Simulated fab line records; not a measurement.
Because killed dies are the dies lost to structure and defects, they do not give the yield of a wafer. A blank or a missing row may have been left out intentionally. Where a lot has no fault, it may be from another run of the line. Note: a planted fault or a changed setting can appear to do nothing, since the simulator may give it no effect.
Chamber matching :: flow n5 finfet :: rie si-02 running N5_SDB_CUT_ETCH_26: 4 sister chambers
The step etches Si in HBr/Cl2/O2, target depth 129.6 nm, bt time 20 s, time 51.8 s. 18 wafers are shown with their chamber, then 9 later ones without.

== WAFERS PAIRED WITH THEIR CHAMBERS ==
wafer: L075.1
chamber: 1
drypump motor current A (A): 5.9
throttle valve pct (%): 37.2
oes product au (a.u.): 0.987

wafer: L075.4
chamber: 3
drypump motor current A (A): 5.4
throttle valve pct (%): 37.4
oes product au (a.u.): 1.034

wafer: L075.5
chamber: 2
drypump motor current A (A): 5.8
throttle valve pct (%): 37.1
oes product au (a.u.): 0.986

wafer: L078.1
chamber: 1
drypump motor current A (A): 6.0
throttle valve pct (%): 37.2
oes product au (a.u.): 0.994

wafer: L078.4
chamber: 2
drypump motor current A (A): 5.8
throttle valve pct (%): 37.1
oes product au (a.u.): 0.985

wafer: L078.6
chamber: 2
drypump motor current A (A): 5.8
throttle valve pct (%): 37.1
oes product au (a.u.): 0.989

wafer: L079.2
chamber: 0
drypump motor current A (A): 6.2
throttle valve pct (%): 37.6
oes product au (a.u.): 1.008

wafer: L079.3
chamber: 3
drypump motor current A (A): 5.4
throttle valve pct (%): 37.4
oes product au (a.u.): 1.029

wafer: L079.4
chamber: 2
drypump motor current A (A): 5.8
throttle valve pct (%): 37.0
oes product au (a.u.): 0.985

wafer: L081.1
chamber: 0
drypump motor current A (A): 6.2
throttle valve pct (%): 37.6
oes product au (a.u.): 1.006

wafer: L081.2
chamber: 1
drypump motor current A (A): 6.0
throttle valve pct (%): 37.2
oes product au (a.u.): 0.987

wafer: L081.6
chamber: 1
drypump motor current A (A): 6.0
throttle valve pct (%): 37.2
oes product au (a.u.): 0.989

wafer: L086.3
chamber: 0
drypump motor current A (A): 6.3
throttle valve pct (%): 37.6
oes product au (a.u.): 1.004

wafer: L086.5
chamber: 3
drypump motor current A (A): 5.4
throttle valve pct (%): 37.4
oes product au (a.u.): 1.028

wafer: L086.6
chamber: 2
drypump motor current A (A): 5.8
throttle valve pct (%): 37.0
oes product au (a.u.): 0.994

wafer: L089.1
chamber: 3
drypump motor current A (A): 5.4
throttle valve pct (%): 37.5
oes product au (a.u.): 1.024

wafer: L089.2
chamber: 1
drypump motor current A (A): 6.0
throttle valve pct (%): 37.2
oes product au (a.u.): 0.991

wafer: L089.5
chamber: 2
drypump motor current A (A): 5.8
throttle valve pct (%): 37.1
oes product au (a.u.): 0.994

SIGNATURES (averages over the wafers above)
reading: drypump motor current A
chamber 0: 6.233
chamber 1: 5.980
chamber 2: 5.800
chamber 3: 5.400
scatter within a chamber: 0.0324

reading: throttle valve pct
chamber 0: 37.600
chamber 1: 37.200
chamber 2: 37.067
chamber 3: 37.425
scatter within a chamber: 0.0386

reading: oes product au
chamber 0: 1.00600
chamber 1: 0.98960
chamber 2: 0.98883
chamber 3: 1.02875
scatter within a chamber: 0.00363
Rule: a wafer lies at a distance from a chamber equal to the root of the sum of squares, over the readings, of (its reading less the chamber's mean, divided by the reading's scatter). If the next closest chamber is less than 2 further off than the closest, the wafer can't be placed; otherwise it belongs to the closest. The scatter is the square root of a quotient: the sum, over the shown wafers, of each reading's squared deviation from its chamber's mean, divided by wafers minus chambers.

== WAFERS MISSING THEIR CHAMBER ==
wafer: L090.2
drypump motor current A (A): 6.3
throttle valve pct (%): 37.6
oes product au (a.u.): 0.997

wafer: L090.3
drypump motor current A (A): 6.0
throttle valve pct (%): 37.2
oes product au (a.u.): 0.985

wafer: L090.6
drypump motor current A (A): 6.3
throttle valve pct (%): 37.6
oes product au (a.u.): 1.000

wafer: L094.1
drypump motor current A (A): 5.4
throttle valve pct (%): 37.5
oes product au (a.u.): 1.021

wafer: L094.3
drypump motor current A (A): 6.0
throttle valve pct (%): 37.2
oes product au (a.u.): 0.989

wafer: L094.4
drypump motor current A (A): 6.3
throttle valve pct (%): 37.6
oes product au (a.u.): 1.002

wafer: L095.1
drypump motor current A (A): 5.8
throttle valve pct (%): 37.0
oes product au (a.u.): 0.993

wafer: L095.3
drypump motor current A (A): 6.0
throttle valve pct (%): 37.2
oes product au (a.u.): 0.983

wafer: L095.6
drypump motor current A (A): 6.2
throttle valve pct (%): 37.6
oes product au (a.u.): 1.007

== WHICH CHAMBER EACH ONE RAN IN ==
wafer: L090.2
from the rows above: 0
in truth: 0

wafer: L090.3
from the rows above: 1
in truth: 1

wafer: L090.6
from the rows above: 0
in truth: 0

wafer: L094.1
from the rows above: 3
in truth: 3

wafer: L094.3
from the rows above: 1
in truth: 1

wafer: L094.4
from the rows above: 0
in truth: 0

wafer: L095.1
from the rows above: 2
in truth: 2

wafer: L095.3
from the rows above: 1
in truth: 1

wafer: L095.6
from the rows above: 0
in truth: 0
9 of 9 placed correctly. Not placeable from these rows: 0. Wrongly placed: 0.
